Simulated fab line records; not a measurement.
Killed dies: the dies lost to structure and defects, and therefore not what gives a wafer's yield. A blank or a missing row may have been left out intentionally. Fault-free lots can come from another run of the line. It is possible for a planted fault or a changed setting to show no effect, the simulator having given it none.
Which of the tools did it?	flow n5-finfet	9 lots with 27 wafers sampled at 5 steps, on a route of 1938 steps

WHAT THE GAUGES SHOWED, per wafer
N5_BEOL_M4_RC_MEAS_101.
lot	measured	on	DIBL_N (mV/V)
L788	day 10 20:59	prober-02	35.1 39.1 37.9
L795	day 13 23:03	prober-02	37.8 42.2 36.9
L796	day 12 22:52	prober-02	34.9 36.0 34.8
L797	day 14 01:37	prober-01	31.5 30.9 30.0
L798	day 13 15:51	prober-01	33.8 34.2 34.2
L800	day 13 09:17	prober-02	34.9 35.4 34.2
L805	day 15 19:12	prober-01	34.4 35.0 35.4
L810	day 16 04:26	prober-02	39.9 36.0 35.4
L811	day 17 10:15	prober-01	37.5 40.1 37.4

TOOL THAT RAN EACH LOT (tool first, then ch and the chambers of the sampled wafers, then the start)
lot	N5_HKMG_FIN_STRIP_89	N5_HKMG_FIN_STRIP_88	N5_HKMG_FIN_CMP_23	N5_GATE_CUT_ETCHBACK_30
L788	rie-diel-01 ch 0,2, day 4 02:39	plasma-asher-01 ch 0,1, day 4 02:50	cmp-04 ch 0,2,3, day 4 04:59	rie-metal-03 ch 0,1, day 4 05:56
L795	rie-diel-04 ch 0,1,2, day 5 22:37	plasma-asher-01 ch 0,1, day 5 22:55	cmp-03 ch 2,3, day 6 00:53	rie-metal-02 ch 0,1, day 6 01:52
L796	rie-diel-01 ch 2,3, day 6 01:58	plasma-asher-02 ch 0,1, day 6 02:16	cmp-01 ch 2,3, day 6 04:14	rie-metal-02 ch 0,1, day 6 05:13
L797	rie-diel-04 ch 0,2,3, day 6 07:44	plasma-asher-01 ch 0, day 6 07:56	cmp-03 ch 0,1, day 6 10:09	rie-metal-03 ch 1, day 6 11:20
L798	rie-diel-01 ch 0,1, day 6 18:01	plasma-asher-01 ch 0,1, day 6 18:12	cmp-04 ch 0,1,2, day 6 20:34	rie-metal-01 ch 0, day 6 21:21
L800	rie-diel-01 ch 0,1,3, day 7 04:45	plasma-asher-02 ch 0,1, day 7 04:56	cmp-04 ch 0,1,2, day 7 07:13	rie-metal-03 ch 0,1, day 7 08:10
L805	rie-diel-03 ch 2,3, day 8 10:08	plasma-asher-01 ch 0,1, day 8 10:27	cmp-04 ch 0,2,3, day 8 12:41	rie-metal-02 ch 1, day 8 13:47
L810	rie-diel-04 ch 0,1,2, day 9 16:11	plasma-asher-02 ch 0,1, day 9 16:22	cmp-03 ch 1,2, day 9 18:28	rie-metal-03 ch 0,1, day 9 19:25
L811	rie-diel-03 ch 0,2,3, day 9 23:50	plasma-asher-01 ch 0,1, day 10 00:09	cmp-01 ch 1,2,3, day 10 02:35	rie-metal-03 ch 0,1, day 10 03:19
- N5_HKMG_FIN_STRIP_89: strips SOC in N2/H2, time 20 s.
- N5_HKMG_FIN_STRIP_88: strips in N2/H2, time 360 s.
- N5_HKMG_FIN_CMP_23: polishes, stops on SiNx, t overpolish 10 s, target thk 46.326 nm.
- N5_GATE_CUT_ETCHBACK_30: etches TiN in Cl2/Ar, target depth 3 nm.

THE ANSWER, worked out from the rows above alone
Rule: usual is defined by the lots themselves. Put in order of their means at a reading, lots are off if they are a third of the lots or fewer, leave a main group of 4 or more, and stand apart from it by a gap of 3 or more times the standard deviation of the main group's means; of several such gaps the widest counts. If all means in a main group match to the digits the tables above print for the reading, that group is not used. Also off: a lot with no number at a reading for which 4 or more lots have one. The other lots that the step has rows for count as sound.
No lot is off on any of the readings shown, so nothing can be concluded from this.

WHAT THE SIMULATOR PUT IN
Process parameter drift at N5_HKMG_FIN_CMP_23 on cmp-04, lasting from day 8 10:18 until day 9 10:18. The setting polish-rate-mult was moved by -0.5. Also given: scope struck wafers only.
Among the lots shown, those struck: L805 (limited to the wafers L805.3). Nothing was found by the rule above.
